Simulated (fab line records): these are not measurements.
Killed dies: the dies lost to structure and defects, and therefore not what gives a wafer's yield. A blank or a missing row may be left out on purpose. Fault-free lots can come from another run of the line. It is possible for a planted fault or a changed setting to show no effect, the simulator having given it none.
fab line records -- flow n5-finfet
record: lots: 9, wafers: 27, last-day: 18
route steps=1938 shown WELL_APT@53 PMOS_HMC_CHANNEL_EPI@57 FIN_SAQP@121 BEOL_M4@1111 PASSIVATION@1936
lots that met no fault: from a run of the same line without faults
start-h: the number of hours between the record's first day and the start of the first shown wafer of the lot -- wait-h: hours from the lot's prior step to this one -- " the same as in the row above -- L1.1+2: a single row standing in for several wafers -- - either no value or no given start -- * or withheld: withheld -- < > ~ a bound
route shown NAME@n: a module of which the file shows steps, and the number in the route of the first -- usual: mean/standard deviation taken from wafers without a fault -- same: alike in all rows -- chamber/n: place in a boat -- sites: the reading at each site -- _std_site: standard deviation of those values -- _edge_site: outer sites' mean less inner sites' -- radius-mm: how far each site lies from the wafer's centre -- mask NAME#n: copy n -- behind: the last tool/chamber to shape the wafer -- hold: reason for holding the lot/hours on hold/outcome of the hold -- device: names the non-switching transistor (n, p or np) -- end of line: tests run on the same wafers once the route is complete -- step lacking rows: just its recipe -- killed: the dies lost at the first sort to structure and to defects; this is not the yield of the wafer -- map: shows each die of a wafer: x if killed, . if not, _ if none is there
set.NAME: the setting that was run; set.NAME@STEP: the one run at that earlier step -- model.NAME: the simulator's own value behind a step, which no gauge read
steps of the route over a sample of lots; a table a step, a row a wafer
services: the hour from which a tool's chamber was out of use, counted from the record's first day as start-h (under 0 if before that day), plus the number of hours and why
== steps ==
step: N5_WELL_APT_PRECLEAN_39
recipe: chemistry: dHF, time-s: 60, dilution: 150:1, temp-c: 25
usual: temp-c: 25.00/0.098
lot.wafer,tool,chamber,start-h,wait-h,temp-c
L491.2,wet-bench-03,7,16.46,0.0,25.01
L491.3,wet-bench-03,1,16.46,0.0,25.15
L491.5,wet-bench-03,0,16.46,0.0,25.14
L495.3,wet-bench-02,7,40.05,0.0,24.88
L495.5,wet-bench-02,0,40.05,0.0,24.83
L495.6,wet-bench-02,6,40.05,0.0,25.09
L498.1,wet-bench-02,1,58.71,0.0,25.11
L498.4,wet-bench-02,5,58.71,0.0,25.08
L498.6,wet-bench-02,4,58.71,0.0,25.12
L500.2,wet-bench-05,0,70.05,0.0,24.95
L500.5,wet-bench-05,3,70.05,0.0,24.83
L500.6,wet-bench-05,6,70.05,0.0,25.08
L506.1,wet-bench-02,4,107.83,0.0,25.11
L506.2,wet-bench-02,5,107.83,0.0,25.19
L506.5,wet-bench-02,0,107.83,0.0,24.81
L507.1,wet-bench-02,5,112.38,0.0,25.09
L507.3,wet-bench-02,3,112.38,0.0,25.14
L507.4,wet-bench-02,2,112.38,0.0,24.81
L511.2,wet-bench-03,7,137.37,0.0,25.05
L511.4,wet-bench-03,5,137.37,0.0,24.95
L511.5,wet-bench-03,4,137.37,0.0,24.92
L512.2,wet-bench-05,7,143.04,0.0,24.90
L512.3,wet-bench-05,1,143.04,0.0,24.87
L512.4,wet-bench-05,2,143.04,0.0,24.79
L514.1,wet-bench-03,2,154.18,0.0,25.04
L514.5,wet-bench-03,7,154.18,0.0,25.13
L514.6,wet-bench-03,5,154.18,0.0,24.97
step: N5_WELL_APT_INSPECT_38
recipe: inspect-instrument: darkfield, mode: post-epi
usual: raw-defect-count: 14/5.2
lot.wafer,tool,chamber,start-h,wait-h,raw-defect-count
L491.2,defect-inspect-01,-,17.16,0.4,20
L491.3,defect-inspect-01,-,17.16,0.4,20
L491.5,defect-inspect-01,-,17.16,0.4,18
L495.3,defect-inspect-01,-,40.75,0.3,10
L495.5,defect-inspect-01,-,40.75,0.3,11
L495.6,defect-inspect-01,-,40.75,0.3,17
L498.1,defect-inspect-02,-,59.61,0.7,14
L498.4,defect-inspect-02,-,59.61,0.7,11
L498.6,defect-inspect-02,-,59.61,0.7,6
L500.2,defect-inspect-02,-,70.96,0.6,12
L500.5,defect-inspect-02,-,70.96,0.6,17
L500.6,defect-inspect-02,-,70.96,0.6,9
L506.1,defect-inspect-01,-,108.54,0.5,1098
L506.2,defect-inspect-01,-,108.54,0.5,1183
L506.5,defect-inspect-01,-,108.54,0.5,1133
L507.1,defect-inspect-02,-,113.08,0.5,1165
L507.3,defect-inspect-02,-,113.08,0.5,1189
L507.4,defect-inspect-02,-,113.08,0.5,1146
L511.2,defect-inspect-01,-,138.30,0.6,10
L511.4,defect-inspect-01,-,138.30,0.6,22
L511.5,defect-inspect-01,-,138.30,0.6,18
L512.2,defect-inspect-02,-,143.74,0.4,9
L512.3,defect-inspect-02,-,143.74,0.4,18
L512.4,defect-inspect-02,-,143.74,0.4,17
L514.1,defect-inspect-02,-,154.88,0.5,18
L514.5,defect-inspect-02,-,154.88,0.5,27
L514.6,defect-inspect-02,-,154.88,0.5,24
step: N5_PMOS_HMC_CHANNEL_EPI_HM_DEP_34
recipe: material: SiO2, target-thk-a: 360, temp-c: 400, precursor: TEOS/O2, pressure-torr: 6.5, rf-w: 900, teos-flow-sccm: 161.4, gas: O2, flow-sccm: 2650, time-s: 6.9
usual: heater-power-w: 581/65, showerhead-plenum-p-Torr: 8.36/0.036, throttle-valve-pct: 18.9/0.9
lot.wafer,tool,chamber,start-h,wait-h,heater-power-w,showerhead-plenum-p-Torr,throttle-valve-pct
L491.2,pecvd-02,0,17.20,0.0,614,8.30,20.0
L491.3,pecvd-02,1,17.20,0.0,666,8.40,18.8
L491.5,pecvd-02,2,17.20,0.0,526,8.37,18.6
L495.3,pecvd-02,0,40.79,0.0,601,8.30,20.1
L495.5,pecvd-02,2,40.79,0.0,611,8.40,18.8
L495.6,pecvd-02,0,40.79,0.0,607,8.30,20.3
L498.1,pecvd-03,2,59.64,0.0,653,8.33,17.5
L498.4,pecvd-03,0,59.64,0.0,546,8.38,18.2
L498.6,pecvd-03,2,59.64,0.0,645,8.34,17.4
L500.2,pecvd-02,2,70.99,0.0,482,8.36,18.6
L500.5,pecvd-02,1,70.99,0.0,637,8.40,18.7
L500.6,pecvd-02,0,70.99,0.0,634,8.32,20.3
L506.1,pecvd-01,0,108.57,0.0,661,8.40,19.0
L506.2,pecvd-01,1,108.57,0.0,557,8.30,17.7
L506.5,pecvd-01,0,108.57,0.0,666,8.42,19.3
L507.1,pecvd-03,0,113.12,0.0,545,8.38,18.2
L507.3,pecvd-03,2,113.12,0.0,603,8.33,17.8
L507.4,pecvd-03,2,113.12,0.0,596,8.35,17.6
L511.2,pecvd-02,2,138.34,0.0,516,8.39,18.9
L511.4,pecvd-02,1,138.34,0.0,636,8.39,18.8
L511.5,pecvd-02,0,138.34,0.0,618,8.29,20.4
L512.2,pecvd-02,1,143.78,0.0,591,8.37,18.7
L512.3,pecvd-02,2,143.78,0.0,556,8.38,18.7
L512.4,pecvd-02,1,143.78,0.0,592,8.38,18.8
L514.1,pecvd-03,1,154.92,0.0,425,8.41,19.8
L514.5,pecvd-03,0,154.92,0.0,572,8.40,18.3
L514.6,pecvd-03,1,154.92,0.0,430,8.43,19.8
step: N5_PMOS_HMC_CHANNEL_EPI_INSPECT_11
recipe: mode: adi, inspect-instrument: macro
usual: raw-defect-count: 2.2/1.6
lot.wafer,tool,chamber,start-h,wait-h,raw-defect-count
L491.2,defect-inspect-02,-,17.66,0.0,2
L491.3,defect-inspect-02,-,17.66,0.0,4
L491.5,defect-inspect-02,-,17.66,0.0,2
L495.3,defect-inspect-02,-,41.25,0.0,4
L495.5,defect-inspect-02,-,41.25,0.0,1
L495.6,defect-inspect-02,-,41.25,0.0,5
L498.1,defect-inspect-02,-,59.98,0.0,4
L498.4,defect-inspect-02,-,59.98,0.0,1
L498.6,defect-inspect-02,-,59.98,0.0,5
L500.2,defect-inspect-01,-,71.33,0.0,1
L500.5,defect-inspect-01,-,71.33,0.0,2
L500.6,defect-inspect-01,-,71.33,0.0,4
L506.1,defect-inspect-02,-,108.91,0.0,>300
L506.2,defect-inspect-02,-,108.91,0.0,>300
L506.5,defect-inspect-02,-,108.91,0.0,>300
L507.1,defect-inspect-01,-,113.58,0.0,>300
L507.3,defect-inspect-01,-,113.58,0.0,>300
L507.4,defect-inspect-01,-,113.58,0.0,>300
L511.2,defect-inspect-02,-,138.67,0.0,5
L511.4,defect-inspect-02,-,138.67,0.0,1
L511.5,defect-inspect-02,-,138.67,0.0,1
L512.2,defect-inspect-01,-,144.24,0.0,1
L512.3,defect-inspect-01,-,144.24,0.0,2
L512.4,defect-inspect-01,-,144.24,0.0,4
L514.1,defect-inspect-02,-,155.38,0.0,3
L514.5,defect-inspect-02,-,155.38,0.0,2
L514.6,defect-inspect-02,-,155.38,0.0,1
step: N5_FIN_SAQP_STRIP_55
recipe: chemistry: N2/H2, power-w: 500, temp-c: 40, pressure-mtorr: 50, rf-frequency-hz: 6e+07, overash-fraction: 0.3, bias-power-w: 28, h2-frac: 0.5, n2-flow-sccm: 300, h2-flow-sccm: 300
usual: drypump-motor-current-A: 5.6/0.5, oes-product-au: 0.75/0.081, rf-vpp-V: 121.5/1.6, showerhead-plenum-p-Torr: 3.29/0.089, temp-c: 40.01/0.11, throttle-valve-pct: 19.01/0.26
same: overash-fraction: 0.3
lot.wafer,tool,chamber,start-h,wait-h,drypump-motor-current-A,oes-product-au,rf-hours-counter-h,rf-vpp-V,showerhead-plenum-p-Torr,temp-c,throttle-valve-pct
L491.2,rie-diel-02,0,22.55,0.1,5.6,0.75,139,120.2,3.23,39.97,19.33
L491.3,rie-diel-02,3,22.55,0.1,6.5,0.72,172,120.8,3.24,40.09,19.15
L491.5,rie-diel-02,1,22.55,0.1,5.4,0.71,-,121.9,3.19,40.06,18.80
L495.3,rie-diel-01,0,46.06,0.1,6.0,0.83,68,123.4,3.39,40.03,18.79
L495.5,rie-diel-01,3,46.06,0.1,6.1,0.69,-,120.1,3.32,40.02,19.05
L495.6,rie-diel-01,2,46.06,0.1,5.1,0.71,-,119.7,3.33,40.10,19.02
L498.1,rie-diel-02,3,64.78,0.1,6.5,0.70,187,118.9,3.24,40.09,19.15
L498.4,rie-diel-02,1,64.78,0.1,5.4,0.69,203,122.0,3.18,39.77,18.79
L498.6,rie-diel-02,2,64.78,0.1,5.5,0.69,-,124.1,3.19,40.19,19.09
L500.2,rie-diel-02,0,76.85,0.1,5.6,0.74,157,119.6,3.22,40.01,19.33
L500.5,rie-diel-02,1,76.85,0.1,5.4,0.69,-,117.7,3.18,40.12,18.82
L500.6,rie-diel-02,2,76.85,0.1,5.4,0.69,-,122.9,3.19,39.91,19.09
L506.1,rie-diel-06,3,115.77,0.1,5.3,0.68,250,122.8,3.31,40.19,18.91
L506.2,rie-diel-06,2,115.77,0.1,5.5,0.88,36,122.9,3.42,40.04,18.80
L506.5,rie-diel-06,2,115.77,0.1,5.5,0.87,-,117.7,3.42,40.04,18.79
L507.1,rie-diel-06,0,119.73,0.2,5.6,0.68,244,121.9,3.18,39.83,19.49
L507.3,rie-diel-06,2,119.73,0.2,5.5,0.87,39,121.6,3.42,40.04,18.81
L507.4,rie-diel-06,1,119.73,0.2,4.9,0.82,-,120.2,3.38,39.83,18.62
L511.2,rie-diel-02,0,144.24,0.3,5.6,0.74,172,122.1,3.22,40.04,19.35
L511.4,rie-diel-02,0,144.24,0.3,5.6,0.75,-,120.5,3.21,40.05,19.35
L511.5,rie-diel-02,1,144.24,0.3,5.4,0.68,-,121.3,3.17,40.10,18.82
L512.2,rie-diel-02,1,149.55,0.1,5.4,0.68,224,119.0,3.17,40.06,18.84
L512.3,rie-diel-02,0,149.55,0.1,5.6,0.74,-,119.2,3.21,39.90,19.37
L512.4,rie-diel-02,1,149.55,0.1,5.4,0.68,-,119.4,3.17,40.28,18.85
L514.1,rie-diel-02,1,160.51,0.1,5.4,0.67,230,119.2,3.16,39.79,18.83
L514.5,rie-diel-02,1,160.51,0.1,5.4,0.67,-,120.2,3.16,39.80,18.89
L514.6,rie-diel-02,2,160.51,0.1,5.4,1.00,-,122.4,3.59,40.17,18.69
step: N5_FIN_SAQP_RECESS_75
recipe: chemistry: HF/NH3, target: SiO2, target-depth-a: 144, afs-cycles: 3, temp-c: 30, sublimation-temp-c: 180, sublimation-time-s: 60
usual: drypump-motor-current-A: 6.0/0.3, temp-c: 30.00/0.1
lot.wafer,tool,chamber,start-h,wait-h,drypump-motor-current-A,temp-c
L491.2,vapor-etch-01,0,22.89,0.0,6.2,30.12
L491.3,vapor-etch-01,0,22.89,0.0,6.2,29.93
L491.5,vapor-etch-01,1,22.89,0.0,5.7,30.04
L495.3,vapor-etch-02,0,46.52,0.1,6.4,30.06
L495.5,vapor-etch-02,0,46.52,0.1,6.4,30.04
L495.6,vapor-etch-02,1,46.52,0.1,5.7,30.00
L498.1,vapor-etch-01,0,65.10,0.0,6.1,30.07
L498.4,vapor-etch-01,0,65.10,0.0,6.1,29.94
L498.6,vapor-etch-01,1,65.10,0.0,5.7,30.17
L500.2,vapor-etch-02,1,77.17,0.0,5.7,29.97
L500.5,vapor-etch-02,0,77.17,0.0,6.4,29.92
L500.6,vapor-etch-02,1,77.17,0.0,5.7,29.99
L506.1,vapor-etch-02,0,116.09,0.0,6.4,30.02
L506.2,vapor-etch-02,1,116.09,0.0,5.7,29.79
L506.5,vapor-etch-02,0,116.09,0.0,6.4,30.02
L507.1,vapor-etch-02,0,120.14,0.1,6.4,29.85
L507.3,vapor-etch-02,0,120.14,0.1,6.4,29.78
L507.4,vapor-etch-02,1,120.14,0.1,5.7,30.09
L511.2,vapor-etch-02,0,144.70,0.1,6.4,30.13
L511.4,vapor-etch-02,0,144.70,0.1,6.3,30.11
L511.5,vapor-etch-02,0,144.70,0.1,6.4,30.13
L512.2,vapor-etch-01,0,150.49,0.6,6.1,29.89
L512.3,vapor-etch-01,0,150.49,0.6,6.2,29.84
L512.4,vapor-etch-01,1,150.49,0.6,5.7,29.91
L514.1,vapor-etch-01,0,160.83,0.0,6.2,30.05
L514.5,vapor-etch-01,0,160.83,0.0,6.2,30.15
L514.6,vapor-etch-01,1,160.83,0.0,5.7,29.72
step: N5_BEOL_M4_RC_MEAS_101
usual: DIBL_N: 36.2/1.6, DIBL_P: 36.1/2, IOFF_N: 0.16/0.032, IOFF_P: 0.22/0.036, ION_N: 672/11, ION_P: 463/7.5, SS_N: 71.4/0.58, SS_P: 73.2/0.67, VT_N: 250/3.3, VT_P: -250/3.3
lot.wafer,tool,chamber,start-h,wait-h,DIBL_N[mV/V],DIBL_P[mV/V],IOFF_N[nA/um],IOFF_P[nA/um],ION_N[uA/um],ION_P[uA/um],SS_N[mV/dec],SS_P[mV/dec],VT_N[mV],VT_P[mV]
L491.2,prober-02,0,172.98,0.2,36.6,37.3,0.13,0.17,652,446,71.1,72.5,254,-257
L491.3,prober-02,0,172.98,0.2,37.2,38.7,0.17,0.19,679,456,72.3,74.0,247,-251
L491.5,prober-02,0,172.98,0.2,34.5,35.6,0.12,0.15,660,444,70.7,72.3,255,-256
L495.3,prober-01,0,197.74,0.3,38.3,35.2,0.17,0.21,679,465,71.6,73.2,248,-249
L495.5,prober-01,0,197.74,0.3,35.9,32.5,0.13,0.18,662,458,71.3,71.8,248,-251
L495.6,prober-01,0,197.74,0.3,36.2,33.4,0.13,0.19,671,460,71.5,72.3,251,-250
L498.1,prober-02,0,213.45,0.0,34.3,33.8,0.13,0.17,659,452,71.4,72.2,255,-256
L498.4,prober-02,0,213.45,0.0,33.2,33.0,0.12,0.15,648,440,70.8,72.7,257,-258
L498.6,prober-02,0,213.45,0.0,35.8,37.2,0.16,0.22,670,458,71.2,73.9,249,-252
L500.2,prober-02,0,224.69,0.2,37.7,37.1,0.17,0.24,675,471,71.8,73.0,247,-246
L500.5,prober-02,0,224.69,0.2,37.3,38.2,0.16,0.26,678,471,71.5,74.0,248,-245
L500.6,prober-02,0,224.69,0.2,37.0,38.0,0.16,0.24,682,466,71.5,72.8,249,-246
L506.1,prober-02,0,270.23,0.0,35.3,35.2,0.15,0.20,676,465,71.4,73.8,248,-251
L506.2,prober-02,0,270.23,0.0,41.1,40.7,0.29,0.29,699,466,73.2,74.8,240,-247
L506.5,prober-02,0,270.23,0.0,36.6,37.4,0.17,0.23,674,466,71.1,73.8,247,-247
L507.1,prober-02,0,276.46,0.0,34.2,33.8,0.13,0.18,647,455,70.6,72.7,253,-253
L507.3,prober-02,0,276.46,0.0,33.3,32.6,0.13,0.17,657,459,70.6,72.4,251,-251
L507.4,prober-02,0,276.46,0.0,36.3,36.6,0.17,0.23,665,457,72.2,73.4,248,-250
L512.2,prober-02,0,294.98,0.2,33.0,30.8,0.11,0.15,649,449,71.1,72.6,257,-254
L512.3,prober-02,0,294.98,0.2,38.4,38.8,0.20,0.27,676,463,71.9,74.0,248,-244
L512.4,prober-02,0,294.98,0.2,35.4,34.2,0.13,0.19,670,463,71.2,72.6,251,-249
L511.2,prober-02,0,305.23,0.2,40.5,38.1,0.21,0.27,666,462,71.8,73.7,246,-247
L511.4,prober-02,0,305.23,0.2,37.6,34.2,0.15,0.20,660,462,71.4,72.6,250,-250
L511.5,prober-02,0,305.23,0.2,38.3,34.9,0.16,0.20,653,457,71.7,72.8,251,-250
L514.1,prober-02,0,339.85,0.0,38.7,39.5,0.20,0.25,694,469,72.4,73.6,244,-246
L514.5,prober-02,0,339.85,0.0,36.5,37.2,0.16,0.22,679,470,72.2,73.4,250,-247
L514.6,prober-02,0,339.85,0.0,34.7,35.7,0.13,0.20,661,465,71.4,72.2,252,-252
step: N5_PASSIVATION_PROBE_49
usual: defect-limited-yield: 91.4/1.3, killed_at_M0_to_M3: 34/10, killed_at_M4_up: 14/5.6, killed-at-contacts: 13/5.9, killed-at-front-end: 37/9.9, killed-at-other: 3.5/2.8, killed-dies: 101/15, killed-on-rim: 13/3.9, killed-open: 67/12, killed-short: 32/6.6, sort_bin_4_leakage: 0.00/0.014, sort_bin_5_function: 5.0/0.81, sort_bin_6_memory: 3.2/0.66, sort_bin_8_speed: 0.00/0.007, sort-n-pass: 1079/15, sort-yield-pct: 91.4/1.3
same: gross-dies: 1180, killed-at-back-side: 0
lot.wafer,tool,chamber,start-h,wait-h,defect-limited-yield[%],killed_at_M0_to_M3,killed_at_M4_up,killed-at-contacts,killed-at-front-end,killed-at-other,killed-dies,killed-on-rim,killed-open,killed-short,sort_bin_4_leakage[%],sort_bin_5_function[%],sort_bin_6_memory[%],sort_bin_8_speed[%],sort-n-pass,sort-yield-pct[%]
L495.3,prober-02,-,308.74,0.1,91.7,29,11,19,35,4,98,13,65,32,0,5.1,2.8,0,1082,91.7
L495.5,prober-02,-,308.84,0.2,91.9,38,14,11,31,2,96,10,68,28,0,4.8,3.1,0,1084,91.9
L495.6,prober-02,-,308.89,0.3,90.8,42,15,11,41,0,109,11,81,28,0,6.4,2.5,0,1071,90.8
L500.2,prober-01,-,336.84,0.1,93.1,21,13,9,35,3,81,12,47,27,0,3.8,1.9,0,1099,93.1
L500.5,prober-01,-,336.99,0.2,92.7,17,9,12,47,1,86,7,50,35,0,3.8,3.0,0,1094,92.7
L500.6,prober-01,-,337.04,0.3,93.7,27,13,8,24,2,74,2,52,22,0,3.6,2.5,0,1106,93.7
L506.1,prober-01,-,371.93,0.0,84.9,22,13,8,135,0,178,30,69,23,0,9.0,2.8,0,1002,84.9
L506.2,prober-01,-,371.98,0.1,86.1,32,21,8,103,0,164,33,63,31,0.17,7.5,4.2,0,1014,85.9
L506.5,prober-01,-,372.13,0.2,78.9,51,20,21,152,5,249,30,94,45,0,12.5,4.7,0,931,78.9
L507.1,prober-01,-,376.57,0.0,84.6,28,13,18,119,4,182,29,72,43,0,9.1,3.7,0,998,84.6
L507.3,prober-01,-,376.67,0.1,87.2,48,5,11,87,0,151,31,62,27,0,6.3,4.4,0,1029,87.2
L507.4,prober-01,-,376.72,0.2,79.7,51,8,13,167,0,239,37,76,35,0,11.1,5.1,0,941,79.7
killed by level:class
L495.3 MOL_CONTACT_COAG:geometric-particle:open=16 FIN_SAQP:geometric-particle:open=10 FIN_SAQP:geometric-particle:short=6 BEOL_M0_SAQP:geometric-particle:open=6 GATE_CUT:geometric-particle:short=5 BEOL_M0_SAQP:geometric-particle:short=5 STI_FIN_REVEAL:geometric-particle:open=4 BEOL_M4:geometric-particle:open=4
L495.5 BEOL_M3:geometric-particle:open=14 MOL_CONTACT_COAG:geometric-particle:open=10 STI_FIN_REVEAL:geometric-particle:open=8 BEOL_M4:geometric-particle:open=8 FIN_SAQP:geometric-particle:open=6 BEOL_M2:geometric-particle:open=6 BEOL_M0_SAQP:geometric-particle:short=4 BEOL_M3:geometric-particle:short=4
L495.6 FIN_SAQP:geometric-particle:open=13 STI_FIN_REVEAL:geometric-particle:open=12 BEOL_M2:geometric-particle:open=12 BEOL_M3:geometric-particle:open=8 MOL_CONTACT_COAG:geometric-particle:open=7 BEOL_M4:geometric-particle:open=6 BEOL_M1:geometric-particle:open=5 BEOL_M3:geometric-particle:short=5
L500.2 BEOL_M1:geometric-particle:open=8 MOL_CONTACT_COAG:geometric-particle:open=7 HKMG_FIN:area-etch=7 BEOL_M4:geometric-particle:open=6 STI_FIN_REVEAL:geometric-particle:open=5 GATE_CUT:geometric-particle:short=5 STARTING-WAFER:geometric-particle:open=5 BEOL_M0_SAQP:geometric-particle:short=4
L500.5 FIN_SAQP:geometric-particle:short=18 FIN_SAQP:geometric-particle:open=11 MOL_CONTACT_COAG:geometric-particle:open=11 BEOL_M0_SAQP:geometric-particle:short=6 BEOL_M2:geometric-particle:open=5 BEOL_M4:geometric-particle:open=5 DUMMY_GATE:geometric-particle:open=4 GATE_CUT:geometric-particle:short=4
L500.6 BEOL_M1:geometric-particle:open=8 MOL_CONTACT_COAG:geometric-particle:open=7 BEOL_M4:geometric-particle:open=7 BEOL_M2:geometric-particle:open=6 STI_FIN_REVEAL:geometric-particle:open=5 DUMMY_GATE:geometric-particle:open=5 BEOL_M1:geometric-particle:short=5 FIN_SAQP:geometric-particle:open=3
L506.1 WELL_APT:unspecified=86 STI_FIN_REVEAL:geometric-particle:open=22 FIN_SAQP:geometric-particle:open=7 BEOL_M0_SAQP:geometric-particle:open=6 STI_FIN_REVEAL:geometric-particle:short=5 MOL_CONTACT_COAG:geometric-particle:open=5 BEOL_M4:geometric-particle:open=5 ILD0:geometric-particle:short=4
L506.2 WELL_APT:unspecified=70 STI_FIN_REVEAL:geometric-particle:open=11 BEOL_M0_SAQP:geometric-particle:short=10 BEOL_M4:geometric-particle:open=7 MOL_CONTACT_COAG:geometric-particle:open=6 BEOL_M2:geometric-particle:open=6 BEOL_M3:geometric-particle:short=5 BEOL_M8:geometric-particle:open=5
L506.5 WELL_APT:unspecified=110 MOL_CONTACT_COAG:geometric-particle:open=18 STI_FIN_REVEAL:geometric-particle:open=12 BEOL_M1:geometric-particle:open=12 BEOL_M0_SAQP:geometric-particle:short=10 BEOL_M0_SAQP:geometric-particle:open=10 BEOL_M4:geometric-particle:open=9 GATE_CUT:geometric-particle:open=6
L507.1 WELL_APT:unspecified=66 STI_FIN_REVEAL:geometric-particle:open=17 MOL_CONTACT_COAG:geometric-particle:open=11 FIN_SAQP:geometric-particle:short=7 MOL_CONTACT_COAG:geometric-particle:short=7 BEOL_M0_SAQP:geometric-particle:open=6 FIN_SAQP:geometric-particle:open=5 GATE_CUT:geometric-particle:short=5
L507.3 WELL_APT:unspecified=62 MOL_CONTACT_COAG:geometric-particle:open=11 BEOL_M0_SAQP:geometric-particle:open=11 BEOL_M0_SAQP:geometric-particle:short=10 BEOL_M3:geometric-particle:open=7 FIN_SAQP:geometric-particle:open=6 BEOL_M1:geometric-particle:open=6 BEOL_M2:geometric-particle:open=5
L507.4 WELL_APT:unspecified=128 BEOL_M0_SAQP:geometric-particle:short=14 STI_FIN_REVEAL:geometric-particle:open=12 MOL_CONTACT_COAG:geometric-particle:open=12 BEOL_M0_SAQP:geometric-particle:open=12 BEOL_M1:geometric-particle:open=7 FIN_SAQP:geometric-particle:open=6 GATE_CUT:geometric-particle:short=6
== services ==
tool,chamber,start-h,hours,kind
wet-bench-05,-,9.35,17.6,repair
pecvd-03,0,12.61,2.1,scheduled-down
vapor-etch-02,-,28.51,0.5,repair
pecvd-01,-,32.88,2.8,pm
wet-bench-03,-,32.96,88.1,repair
wet-bench-02,-,52.67,4.6,repair
pecvd-02,0,54.61,2.1,scheduled-down
rie-diel-02,-,96.68,28.1,pm
pecvd-03,-,99.55,2.8,pm
rie-diel-01,-,105.62,2.8,pm
wet-bench-05,-,106.12,1.9,pm
rie-diel-06,3,116.09,-,clean
rie-diel-06,3,116.09,-,consumable-replace:focus-ring
vapor-etch-02,-,122.94,15.6,pm
rie-diel-02,3,126.12,3.5,repair
vapor-etch-01,-,131.62,0.8,repair
rie-diel-02,2,139.13,-,clean
rie-diel-02,2,139.13,-,consumable-replace:focus-ring
rie-diel-02,2,139.13,-,consumable-replace:showerhead
rie-diel-02,2,139.13,19.0,scheduled-down
rie-diel-02,2,139.13,19.0,vent-cycle
vapor-etch-02,1,142.89,8.8,repair
rie-diel-02,3,143.67,19.0,repair
pecvd-01,-,145.77,0.4,repair
== key ==
first-sign: step: N5_WELL_APT_INSPECT_38, reading: raw-defect-count, direction: up, sigmas: 99+, usual: 14, struck: 1152
effect: step: N5_PMOS_HMC_CHANNEL_EPI_INSPECT_11, reading: raw-defect-count, direction: up, sigmas: 99+, usual: 2.2, struck: >300
effect: step: N5_PASSIVATION_PROBE_49, reading: killed-at-front-end, direction: up, sigmas: 9.1, usual: 37, struck: 127
more-kills-born-at: N5_WELL_APT_PRECLEAN_39@wet-bench-02: 522
met-at N5_WELL_APT_PRECLEAN_39
struck-lots L506,L507
not-acting-at N5_PMOS_HMC_CHANNEL_EPI_HM_DEP_34,N5_FIN_SAQP_STRIP_55,N5_FIN_SAQP_RECESS_75
onset-between 58.71 107.83
fault: kind: chamber-particle-source, tool: wet-bench-02, chamber: -, onset-h: 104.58, steps: N5_WELL_APT_PRECLEAN_39, rate-per-visit-cm2: 1.7851, end-h: 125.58
